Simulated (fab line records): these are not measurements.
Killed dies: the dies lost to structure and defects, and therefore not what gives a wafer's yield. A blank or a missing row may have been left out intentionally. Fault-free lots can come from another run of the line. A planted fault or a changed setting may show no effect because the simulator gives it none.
The tool behind it: which one? || flow nandHarc || 18 wafers from 6 lots sampled at 2 of the route's 1159 steps

== WHAT EACH GAUGE READ, for each wafer ==
NHARC_A_SOURCE_PLATE_THK_MEAS_09: measures by ellipsometry.
{"lot": "L592", "measured": "day 7 06:49", "on": "filmMetro-02", "thkNm (nm)": "9.6 10.4 11.8"}
{"lot": "L597", "measured": "day 8 12:03", "on": "filmMetro-02", "thkNm (nm)": "10.1 9.1 9.0"}
{"lot": "L605", "measured": "day 10 04:28", "on": "filmMetro-01", "thkNm (nm)": "8.7 10.3 10.5"}
{"lot": "L607", "measured": "day 10 21:50", "on": "filmMetro-01", "thkNm (nm)": "9.3 9.3 11.1"}
{"lot": "L612", "measured": "day 12 06:49", "on": "filmMetro-02", "thkNm (nm)": "9.0 8.6 10.3"}
{"lot": "L614", "measured": "day 12 06:49", "on": "filmMetro-01", "thkNm (nm)": "9.1 11.5 8.0"}

== TOOL THAT RAN EACH LOT (tool first, then ch and the chambers of the sampled wafers, then the start) ==
{"lot": "L592", "NHARC_A_ZERO_WELL_ETCH_13": "rieSi-05 ch 0,1,2, day 6 22:19"}
{"lot": "L597", "NHARC_A_ZERO_WELL_ETCH_13": "rieSi-03 ch 0,1,2, day 8 03:33"}
{"lot": "L605", "NHARC_A_ZERO_WELL_ETCH_13": "rieSi-03 ch 2,3, day 9 20:53"}
{"lot": "L607", "NHARC_A_ZERO_WELL_ETCH_13": "rieSi-03 ch 0,2,3, day 10 13:28"}
{"lot": "L612", "NHARC_A_ZERO_WELL_ETCH_13": "rieSi-03 ch 1,2,3, day 11 21:59"}
{"lot": "L614", "NHARC_A_ZERO_WELL_ETCH_13": "rieSi-05 ch 0,1,3, day 12 00:44"}
- NHARC_A_ZERO_WELL_ETCH_13: etches the open film in HBr/Cl2, target depth 120 nm, time 40.1 s.

== THE ANSWER, worked out from the rows above alone ==
Rule: the lots themselves supply what counts as usual. Put in order of their means at a reading, lots are off if they are a third of the lots or fewer, leave a main group of 4 or more, and stand apart from it by a gap of 3 or more times the standard deviation of the main group's means; of several such gaps the widest counts. A main group whose means are all the same, to the digits that the tables above print for the reading, isn't used. A lot without any number at a reading at which 4 lots or more have one is off too. Any other lot the step has rows for is counted as sound.
Across all readings shown, no lot is off: no conclusion can be drawn from this.

== WHAT THE SIMULATOR HAD INSERTED ==
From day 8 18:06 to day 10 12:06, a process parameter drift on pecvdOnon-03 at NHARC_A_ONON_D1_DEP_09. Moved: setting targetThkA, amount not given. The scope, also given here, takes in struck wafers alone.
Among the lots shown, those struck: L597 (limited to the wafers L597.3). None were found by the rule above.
